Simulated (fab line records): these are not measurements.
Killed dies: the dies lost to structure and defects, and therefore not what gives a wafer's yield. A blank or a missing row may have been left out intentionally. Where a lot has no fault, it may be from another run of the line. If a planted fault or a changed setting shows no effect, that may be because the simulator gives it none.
Chamber matching	flow n5Finfet	N5_BEOL_M2_ETCH_70 on rieDiel-01 has 4 sister chambers
The step etches SOC in N2/H2, target depth 80 nm, overetch 24 nm, time 130 s. 18 wafers are shown with their chamber, then 9 later ones without.

WAFERS PAIRED WITH THEIR CHAMBERS
wafer	chamber	drypumpMotorCurrentA (A)	showerheadPlenumPTorr (Torr)	throttleValvePct (%)
L074.1	0	5.8	2.54	17.59
L074.3	3	5.3	2.49	17.62
L074.5	0	5.8	2.54	17.59
L077.3	2	6.3	2.48	17.65
L077.4	0	5.8	2.54	17.59
L077.6	3	5.3	2.49	17.63
L081.3	1	6.4	2.46	17.59
L081.5	3	5.3	2.48	17.66
L081.6	0	5.7	2.53	17.61
L083.1	0	5.7	2.53	17.61
L083.2	1	6.4	2.46	17.60
L083.6	3	5.3	2.48	17.67
L088.1	0	5.8	2.53	17.65
L088.2	1	6.4	2.45	17.64
L088.3	2	6.3	2.47	17.19
L088.4	3	5.3	2.48	17.68
L088.5	1	6.4	2.45	17.63
L088.6	0	5.8	2.53	17.64

SIGNATURES, as means of the wafers listed above
reading	chamber 0	chamber 1	chamber 2	chamber 3	scatter within a chamber
drypumpMotorCurrentA	5.771	6.400	6.300	5.300	0.0319
showerheadPlenumPTorr	2.5343	2.4550	2.4750	2.4840	0.00562
throttleValvePct	17.6114	17.6150	17.4200	17.6520	0.0902
Rule: distance of a wafer from a chamber = root of the sum over the readings of ((wafer's reading minus chamber's mean) / reading's scatter) squared. The wafer belongs to the nearest chamber; if the next one is less than 2 further off, it can't be placed. The scatter: take each reading less its chamber's mean, square it, sum over the shown wafers, divide by the number of wafers less the number of chambers, and take the root.

WAFERS MISSING THEIR CHAMBER
wafer	drypumpMotorCurrentA (A)	showerheadPlenumPTorr (Torr)	throttleValvePct (%)
L090.3	6.4	2.45	17.63
L090.4	5.7	2.53	17.63
L090.5	6.3	2.47	17.19
L092.1	5.3	2.47	17.68
L092.2	6.4	2.45	17.66
L092.3	5.8	2.52	17.64
L096.3	5.3	2.47	17.68
L096.4	6.3	2.47	17.23
L096.5	5.3	2.47	17.70

WHICH CHAMBER EACH WENT THROUGH
wafer	from the rows above	in truth
L090.3	1	1
L090.4	0	0
L090.5	2	2
L092.1	3	3
L092.2	1	1
L092.3	0	0
L096.3	3	3
L096.4	2	2
L096.5	3	3
Correct placement for 9 of the 9. From these rows, 0 cannot be placed. Number placed wrongly: 0.
